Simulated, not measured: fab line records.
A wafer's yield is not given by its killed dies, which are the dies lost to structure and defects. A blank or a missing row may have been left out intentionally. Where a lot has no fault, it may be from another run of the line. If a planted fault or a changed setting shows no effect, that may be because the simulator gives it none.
Matching of chambers / flow n5Finfet / 4 sister chambers for N5_BEOL_M0_SAQP_MANDREL_ETCH_20 on rieSi-06
The step etches a-Si in HBr/Cl2, stops on SiNx, target depth 60 nm, bt time 10 s, time 30 s. 8 wafers are shown with their chamber, then 9 later ones without.

== WAFERS, EACH WITH ITS CHAMBER ==
wafer=L081.5; chamber=0; throttleValvePct (%)=35.4; oesProductAu (a.u.)=0.764
wafer=L082.3; chamber=3; throttleValvePct (%)=35.6; oesProductAu (a.u.)=0.765
wafer=L082.5; chamber=0; throttleValvePct (%)=35.4; oesProductAu (a.u.)=0.759
wafer=L086.5; chamber=2; throttleValvePct (%)=35.4; oesProductAu (a.u.)=0.794
wafer=L086.6; chamber=1; throttleValvePct (%)=35.1; oesProductAu (a.u.)=0.750
wafer=L090.1; chamber=1; throttleValvePct (%)=35.1; oesProductAu (a.u.)=0.751
wafer=L090.2; chamber=2; throttleValvePct (%)=35.5; oesProductAu (a.u.)=0.789
wafer=L090.3; chamber=3; throttleValvePct (%)=35.6; oesProductAu (a.u.)=0.769

== WAFERS WITHOUT THEIR CHAMBER ==
wafer=L091.1; throttleValvePct (%)=35.5; oesProductAu (a.u.)=0.760
wafer=L091.5; throttleValvePct (%)=35.4; oesProductAu (a.u.)=0.774
wafer=L091.6; throttleValvePct (%)=35.1; oesProductAu (a.u.)=0.748
wafer=L094.1; throttleValvePct (%)=35.5; oesProductAu (a.u.)=0.773
wafer=L094.2; throttleValvePct (%)=35.4; oesProductAu (a.u.)=0.752
wafer=L094.4; throttleValvePct (%)=35.1; oesProductAu (a.u.)=0.760
wafer=L097.3; throttleValvePct (%)=35.5; oesProductAu (a.u.)=0.795
wafer=L097.5; throttleValvePct (%)=35.0; oesProductAu (a.u.)=0.745
wafer=L097.6; throttleValvePct (%)=35.4; oesProductAu (a.u.)=0.764

== EACH ONE'S CHAMBER ==
wafer=L091.1; from the rows above=can't be placed: 0 or 3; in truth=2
wafer=L091.5; from the rows above=can't be placed: 0 or 3 or 2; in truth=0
wafer=L091.6; from the rows above=1; in truth=1
wafer=L094.1; from the rows above=can't be placed: 3 or 0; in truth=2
wafer=L094.2; from the rows above=0; in truth=0
wafer=L094.4; from the rows above=1; in truth=1
wafer=L097.3; from the rows above=2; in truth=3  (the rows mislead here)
wafer=L097.5; from the rows above=1; in truth=1
wafer=L097.6; from the rows above=0; in truth=0
Placed correctly: 5 of 9. These rows do not allow placing 3 (true chamber among the candidates in 1). Placed wrongly: 1.
How it was worked out, from the rows above alone: a wafer's distance from a chamber is the root of the sum, over the readings, of the square of ((its reading less the chamber's mean) divided by the reading's scatter). If the next closest chamber is less than 2 further off than the closest, the wafer can't be placed; otherwise it belongs to the closest. Each chamber's mean is taken over the wafers shown for it. How the scatter is found: for the shown wafers, subtract from each reading the mean of its chamber, square and add these, divide the total by (wafers less chambers), then take the root.
